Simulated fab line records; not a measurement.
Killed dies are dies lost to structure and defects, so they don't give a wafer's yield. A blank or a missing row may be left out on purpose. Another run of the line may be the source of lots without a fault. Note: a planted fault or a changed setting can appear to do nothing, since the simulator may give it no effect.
One fault seen from 2 desks | flow n5_finfet | each desk has only its own numbers; what lay behind them comes last

== AT THE METROLOGY DESK ==
Lot by lot, what the gauges showed, no matter which tool ran the lot: averages of those sampled wafers that carry a number. Marked OUT: a lot whose mean sits more than 4 standard deviations from the usual mean, which makes it out of limits; the brackets give that distance.
Columns: A = M6_OVL at N5_BEOL_M6_OVL_MEAS_12, usual 0.4 nm
lot  | first seen here | A
L363 | day 9 08:06     | 0.2
L362 | day 9 10:32     | 0.9
L365 | day 10 00:47    | -0.8
L366 | day 10 06:15    | -0.6
L378 | day 12 16:53    | 1.3
L377 | day 13 05:47    | 0.8
L379 | day 13 08:07    | 1.2
L380 | day 13 08:36    | 0.2
L381 | day 13 13:08    | -0.1
L382 | day 14 04:39    | 0.6
L383 | day 14 14:16    | -0.0
L384 | day 14 22:34    | 0.1
This desk found nothing out of limits on any of the 12 lots.

== DESK OF THE TOOL OWNER: litho_track-04 ==
The tool's own readings at N5_BEOL_M6_DEVELOP_10 (develop time 30 s): means of the sampled wafers that have a number, for each lot that ran on this tool. Marked OUT: a lot whose mean sits more than 4 standard deviations from the usual mean, which makes it out of limits; the brackets give that distance.
Columns: A = chill_plate_temp_C at N5_BEOL_M6_DEVELOP_10, usual 22.99 C
lot  | first seen here | A
L362 | day 9 10:27     | 23.07
L366 | day 10 06:10    | 23.16
L379 | day 13 08:01    | 23.05
L380 | day 13 08:31    | 22.83
L383 | day 14 14:10    | 22.90
This desk found nothing out of limits on any of the 5 lots.

== PUT TOGETHER ==
At the metrology desk, nothing out of limits was observed.
Nothing out of limits was seen by the tool owner's desk.

== WHAT HAD BEEN PUT IN BY THE SIMULATOR ==
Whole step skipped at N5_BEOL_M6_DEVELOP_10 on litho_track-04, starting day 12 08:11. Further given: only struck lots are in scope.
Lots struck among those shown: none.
